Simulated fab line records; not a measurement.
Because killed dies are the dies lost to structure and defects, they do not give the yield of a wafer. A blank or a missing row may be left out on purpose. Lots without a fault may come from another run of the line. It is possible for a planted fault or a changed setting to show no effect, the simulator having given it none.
fab line records	flow nandHarc	part 2 of 2: steps 32 to 37 of 37
record lots=5	wafers=15	lastDay=32
route steps=1302 shown A_ONON_D1@429 A_CHANNEL_HOLE_D1@450
lots with no fault: from the same line, run without faults
startH: hours from the record's opening day to when the first of the lot's shown wafers began	waitH: hours elapsed since this lot's preceding step	" same as the row above	L1.1+2: one row covering several wafers at once	- either no value or no given start	* or withheld: withheld	< > ~ a bound
route shown NAME@n: names a module that has steps shown in the file, with the first one's number in the route	usual: mean/standard deviation taken from wafers without a fault	same: alike in all rows	chamber/n: place in a boat	sites: per-site readings	_std_site: the values' standard deviation	_edge_site: mean of outer sites minus mean of inner sites	radiusMm: for every site, how far away it sits from the centre of the wafer	mask NAME#n: copy n	behind: the tool/chamber that last shaped the wafer	hold: what put the lot on hold/how long, in hours/how the hold closed	device: names the non-switching transistor (n, p or np)	end of line: tests run on the same wafers once the route is complete	a step without rows: its recipe alone	killed: count of dies lost to structure and defects at first sort (not the wafer's yield)	map: the dies of a wafer, with x for killed, . for not killed, _ for no die there
set.NAME: the setting as run; set.NAME@STEP: as run at that earlier step	model.NAME: the simulator's own value behind a step, which no gauge read
certain route steps with their lots: each step a table, each wafer a row
services: a tool's chamber out of use, with start hour (startH, from the record's first day; less than 0 if before it), hours out, and reason
## steps
# step NHARC_A_CHANNEL_HOLE_D1_CD_MEAS_10
# recipe targetCdNm=100	landingEnergyEv=500
# usual cdNm=100.0/0.49
# same landingEnergyEv=500
lot.wafer	tool	chamber	startH	waitH	cdNm
L079.2	cdSem-01	0	229.22	-	99.3
L079.5	"	0	"	"	99.9
L079.6	"	0	"	"	99.4
L080.1	cdSem-02	0	237.86	-	99.5
L080.5	"	0	"	"	99.5
L080.6	"	0	"	"	100.1
L087.2	cdSem-03	0	307.14	-	100.5
L087.3	"	0	"	"	100.3
L087.4	"	0	"	"	100.9
L092.1	cdSem-03	0	359.44	-	99.9
L092.4	"	0	"	"	100.6
L092.6	"	0	"	"	101.0
L094.1	cdSem-01	0	377.73	-	100.3
L094.4	"	0	"	"	100.3
L094.6	"	0	"	"	100.1
# step NHARC_A_CHANNEL_HOLE_D1_OVL_MEAS_11
# usual overlayXNm=0.3/0.71	overlayYNm=0.1/0.89
lot.wafer	tool	chamber	startH	waitH	overlayXNm	overlayYNm
L079.2	overlay-02	-	229.30	-	1.4	0.4
L079.5	"	-	"	"	0.0	0.4
L079.6	"	-	"	"	0.6	1.1
L080.1	overlay-02	-	237.95	-	0.4	-0.3
L080.5	"	-	"	"	0.9	0.5
L080.6	"	-	"	"	0.5	-0.3
L087.2	overlay-02	-	307.23	-	-0.3	0.7
L087.3	"	-	"	"	-0.2	1.3
L087.4	"	-	"	"	-0.4	1.0
L092.1	overlay-02	-	359.52	-	1.2	2.4
L092.4	"	-	"	"	1.1	2.4
L092.6	"	-	"	"	0.7	2.4
L094.1	overlay-01	-	377.82	-	1.4	-0.2
L094.4	"	-	"	"	1.3	0.0
L094.6	"	-	"	"	1.2	-0.3
# step NHARC_A_CHANNEL_HOLE_D1_INSPECT_12
# usual rawDefectCount=6/3.3
lot.wafer	tool	chamber	startH	waitH	rawDefectCount
L079.2	defectInspect-01	-	229.34	0.0	6
L079.5	"	-	"	"	11
L079.6	"	-	"	"	8
L080.1	defectInspect-02	-	237.99	0.0	3
L080.5	"	-	"	"	5
L080.6	"	-	"	"	8
L087.2	defectInspect-01	-	307.26	0.0	5
L087.3	"	-	"	"	7
L087.4	"	-	"	"	8
L092.1	defectInspect-01	-	359.56	0.0	11
L092.4	"	-	"	"	8
L092.6	"	-	"	"	3
L094.1	defectInspect-02	-	377.85	0.0	17
L094.4	"	-	"	"	10
L094.6	"	-	"	"	8
# step NHARC_A_CHANNEL_HOLE_D1_DESCUM_15
# recipe timeS=3	o2FlowSccm=200	arFlowSccm=0	biasPowerW=0	chemistry=O2
# usual drypumpMotorCurrentA=5.6/0.41	oesProductAu=1.001/0.015	rfVppV=57.9/0.9	showerheadPlenumPTorr=1.91/0.084	throttleValvePct=11.311/0.0096
lot.wafer	tool	chamber	startH	waitH	drypumpMotorCurrentA	oesProductAu	rfHoursCounterH	rfVppV	showerheadPlenumPTorr	throttleValvePct
L079.2	rieDiel-08	0	229.41	0.1	5.8	1.030	7	56.8	1.79	11.325
L079.6	"	3	"	"	6.4	0.989	-	57.8	2.01	11.294
L079.5	"	0	"	"	5.8	1.043	-	56.6	1.79	11.294
L080.1	rieDiel-01	1	238.06	0.1	5.5	0.992	2	58.0	1.93	11.316
L080.5	"	3	"	"	5.4	1.012	-	58.8	2.03	11.320
L080.6	"	0	"	"	6.3	1.019	-	58.0	1.85	11.314
L087.3	rieDiel-07	0	307.32	0.1	5.8	1.002	1	59.0	1.90	11.318
L087.4	"	1	"	"	6.2	0.996	1	57.9	1.85	11.320
L087.2	"	3	"	"	4.9	1.001	1	54.7	1.83	11.315
L092.1	rieDiel-08	2	359.63	0.1	5.9	0.980	50	58.4	1.97	11.313
L092.4	"	0	"	"	5.8	1.015	56	57.2	1.78	11.324
L092.6	"	1	"	"	5.4	1.012	-	57.0	1.85	11.311
L094.1	rieDiel-08	3	377.92	0.1	6.4	0.994	0	58.0	2.00	11.309
L094.4	"	0	"	"	5.8	0.996	0	58.4	1.78	11.307
L094.6	"	2	"	"	5.9	1.005	-	57.8	1.97	11.305
# step NHARC_A_CHANNEL_HOLE_D1_ETCH_38
# recipe targetDepthA=390	overEtchFrac=0.3	timeS=65	ionEnergyEv=80	cf4FlowSccm=150	arFlowSccm=0	rfW=300	biasW=100	chemistry=CF4
# usual drypumpMotorCurrentA=5.6/0.4	oesProductAu=1.000/0.015	rfVppV=151.1/1.2	showerheadPlenumPTorr=1.76/0.07	throttleValvePct=13.282/0.0092
lot.wafer	tool	chamber	startH	waitH	drypumpMotorCurrentA	oesProductAu	rfHoursCounterH	rfVppV	showerheadPlenumPTorr	throttleValvePct
L079.2	rieDiel-08	1	229.49	0.1	5.5	0.994	7	151.3	1.73	13.283
L079.5	"	0	"	"	5.8	1.014	-	148.0	1.67	13.279
L079.6	"	1	"	"	5.4	1.001	-	150.4	1.73	13.283
L080.1	rieDiel-01	0	238.14	0.1	6.3	1.026	2	149.5	1.71	13.274
L080.6	"	2	"	"	5.3	0.982	-	151.4	1.69	13.261
L080.5	"	3	"	"	5.4	1.007	-	152.9	1.87	13.284
L087.3	rieDiel-07	0	307.41	0.1	5.9	1.001	1	150.7	1.75	13.270
L087.2	"	2	"	"	5.9	1.011	1	151.0	1.77	13.285
L087.4	"	3	"	"	4.9	0.996	1	150.5	1.70	13.290
L092.1	rieDiel-08	0	359.71	0.1	5.8	1.007	56	151.1	1.65	13.280
L092.4	"	2	"	"	5.9	0.982	50	152.5	1.82	13.287
L092.6	"	1	"	"	5.4	0.997	-	151.5	1.71	13.282
L094.1	rieDiel-08	3	378.01	0.1	6.3	0.994	0	153.0	1.84	13.279
L094.4	"	0	"	"	5.8	0.979	0	149.8	1.65	13.271
L094.6	"	1	"	"	5.5	1.017	-	149.1	1.71	13.273
# step NHARC_A_CHANNEL_HOLE_D1_ETCH_39
# recipe targetDepthA=2600	overEtchFrac=0.3	timeS=325	ionEnergyEv=200	n2FlowSccm=150	h2FlowSccm=150	arFlowSccm=0	rfW=400	biasW=150	chemistry=N2/H2
# usual drypumpMotorCurrentA=5.7/0.42	oesProductAu=1.001/0.016	rfVppV=430.3/2.5	showerheadPlenumPTorr=2.03/0.087	throttleValvePct=14.170/0.0093
lot.wafer	tool	chamber	startH	waitH	drypumpMotorCurrentA	oesProductAu	rfHoursCounterH	rfVppV	showerheadPlenumPTorr	throttleValvePct
L079.2	rieDiel-08	1	-	-	5.5	1.009	7	428.9	1.99	14.164
L079.5	"	2	"	"	5.9	0.976	-	432.7	2.12	14.165
L079.6	"	3	"	"	6.4	0.995	-	434.7	2.15	14.170
L080.1	rieDiel-01	3	-	-	5.3	1.023	3	435.0	2.17	14.171
L080.6	"	0	"	"	6.3	1.028	-	427.7	1.97	14.160
L080.5	"	1	"	"	5.5	0.997	-	430.8	2.05	14.175
L087.3	rieDiel-07	0	-	-	5.9	1.003	1	431.5	2.02	14.170
L087.4	"	2	"	"	6.0	1.008	1	431.3	2.04	14.163
L087.2	"	3	"	"	4.9	1.011	1	429.9	1.95	14.180
L092.4	rieDiel-08	2	-	-	5.9	0.975	50	430.9	2.10	14.174
L092.1	"	0	"	"	5.8	1.000	56	425.7	1.89	14.167
L092.6	"	2	"	"	6.0	0.986	-	432.0	2.10	14.186
L094.4	rieDiel-08	1	-	-	5.4	1.002	0	428.1	1.97	14.168
L094.1	"	2	"	"	6.0	1.001	0	432.4	2.10	14.162
L094.6	"	1	"	"	5.4	1.008	-	427.7	1.97	14.166
## services
tool	chamber	startH	hours	kind
rieDiel-08	-	190.88	9.0	pm
arfiScanner-03	-	196.00	4.0	pm
rieDiel-07	3	202.03	9.6	repair
lithoTrack-04	-	203.00	7.0	pm
rieDiel-01	-	203.81	9.0	pm
pecvd-02	-	214.41	15.2	repair
pecvdOnon-03	-	227.00	13.0	pm
pecvd-02	-	229.66	13.0	pm
rieDiel-01	2	230.95	4.5	repair
aclDep-02	-	244.05	13.0	pm
rieDiel-07	1	263.08	1.3	repair
pecvdOnon-01	-	269.00	13.0	pm
rieDiel-07	-	294.28	9.0	pm
pecvd-02	0	294.44	7.5	repair
lithoTrack-01	-	330.00	7.0	pm
pecvdOnon-02	-	341.46	2.5	repair
rieDiel-08	2	342.26	1.4	repair
rieDiel-07	3	347.17	4.9	repair
rieDiel-01	1	362.21	11.3	repair
rieDiel-01	0	365.42	132.0	repair
pecvdOnon-02	-	366.24	13.0	pm
pecvd-02	-	367.17	1.8	repair
rieDiel-08	-	367.88	9.0	pm
lithoTrack-04	-	378.00	7.0	pm
